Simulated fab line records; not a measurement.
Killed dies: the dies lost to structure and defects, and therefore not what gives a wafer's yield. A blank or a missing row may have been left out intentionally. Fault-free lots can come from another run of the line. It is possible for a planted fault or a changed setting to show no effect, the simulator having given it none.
Matching of chambers | flow n5-finfet | N5_BEOL_M4_ALD_84 on ald-metal-01 has 4 sister chambers
The step deposits TaN, pulse time 2 s, purge time 3 s, co reactant purge time 2 s. 16 wafers are shown with their chamber, then 8 later ones without.

## WAFERS WITH THEIR CHAMBER
wafer  | chamber | heater-power-w (W)
L074.3 | 3       | 431
L074.4 | 0       | 373
L074.6 | 1       | 432
L075.1 | 2       | 478
L075.3 | 0       | 375
L075.5 | 1       | 433
L077.3 | 1       | 426
L077.4 | 2       | 476
L077.6 | 1       | 437
L078.2 | 0       | 378
L078.3 | 2       | 481
L078.6 | 2       | 476
L080.4 | 0       | 371
L080.5 | 0       | 370
L080.6 | 3       | 430
L082.2 | 3       | 435

SIGNATURES (averages over the wafers above)
reading        | chamber 0 | chamber 1 | chamber 2 | chamber 3 | scatter within a chamber
heater-power-w | 373.40    | 432.00    | 477.75    | 432.00    | 3.34
Rule: a wafer lies at a distance from a chamber equal to the root of the sum of squares, over the readings, of (its reading less the chamber's mean, divided by the reading's scatter). If the next closest chamber is less than 2 further off than the closest, the wafer can't be placed; otherwise it belongs to the closest. How the scatter is found: for the shown wafers, subtract from each reading the mean of its chamber, square and add these, divide the total by (wafers less chambers), then take the root.

## WAFERS WITH NO CHAMBER GIVEN
wafer  | heater-power-w (W)
L082.4 | 475
L082.5 | 481
L089.1 | 430
L089.5 | 377
L089.6 | 430
L092.1 | 433
L092.2 | 435
L092.3 | 372

## WHICH CHAMBER EACH ONE RAN IN
wafer  | from the rows above     | in truth
L082.4 | 2                       | 2
L082.5 | 2                       | 2
L089.1 | can't be placed: 1 or 3 | 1
L089.5 | 0                       | 0
L089.6 | can't be placed: 1 or 3 | 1
L092.1 | can't be placed: 1 or 3 | 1
L092.2 | can't be placed: 1 or 3 | 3
L092.3 | 0                       | 0
Correct placement for 4 of the 8. Cannot be placed on the basis of these rows: 4; the candidates contain the true chamber in 4. 0 placed wrongly.
